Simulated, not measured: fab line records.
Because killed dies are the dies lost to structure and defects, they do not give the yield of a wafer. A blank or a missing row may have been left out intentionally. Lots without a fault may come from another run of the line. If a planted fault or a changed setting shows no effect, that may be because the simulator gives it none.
Matching of chambers + flow n5-finfet + rie-diel-05 running N5_SD_EPI_P_ETCH_37: 4 sister chambers
The step etches SOC in N2/H2, overetch 108 nm, time 486 s. 4 wafers are shown with their chamber, then 11 later ones without.

## WAFERS WITH THEIR CHAMBER
| wafer  | chamber | throttle-valve-pct (%) |
|--------|---------|------------------------|
| L088.3 | 2       | 23.94                  |
| L089.4 | 3       | 24.17                  |
| L089.6 | 1       | 23.98                  |
| L091.1 | 0       | 23.86                  |

## WAFERS WHOSE CHAMBER IS MISSING
| wafer  | throttle-valve-pct (%) |
|--------|------------------------|
| L091.4 | 23.99                  |
| L091.5 | 23.95                  |
| L094.1 | 24.01                  |
| L094.5 | 24.19                  |
| L094.6 | 23.87                  |
| L096.1 | 23.98                  |
| L096.3 | 23.89                  |
| L096.5 | 23.88                  |
| L097.2 | 24.01                  |
| L097.4 | 23.89                  |
| L097.6 | 24.21                  |

## WHICH CHAMBER EACH ONE RAN IN
| wafer  | from the rows above     | in truth |
|--------|-------------------------|----------|
| L091.4 | can't be placed: 1 or 2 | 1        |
| L091.5 | can't be placed: 2 or 1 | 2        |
| L094.1 | can't be placed: 1 or 2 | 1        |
| L094.5 | 3                       | 3        |
| L094.6 | 0                       | 0        |
| L096.1 | can't be placed: 1 or 2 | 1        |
| L096.3 | can't be placed: 0 or 2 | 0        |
| L096.5 | can't be placed: 0 or 2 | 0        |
| L097.2 | can't be placed: 1 or 2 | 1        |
| L097.4 | can't be placed: 0 or 2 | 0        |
| L097.6 | 3                       | 3        |
Correctly placed: 3 of 11. Can't be placed from these rows: 8 (the true chamber is among the candidates in 8). Number placed wrongly: 0.
How it was worked out, from the rows above alone: a wafer's distance from a chamber is the root of the sum, over the readings, of the square of ((its reading less the chamber's mean) divided by the reading's scatter). If the next closest chamber is less than 2 further off than the closest, the wafer can't be placed; otherwise it belongs to the closest. For every chamber, the mean is computed from those of its wafers that are shown. The scatter: root of mean squared gap, hidden wafer to nearest shown wafer, with one shown wafer a chamber.
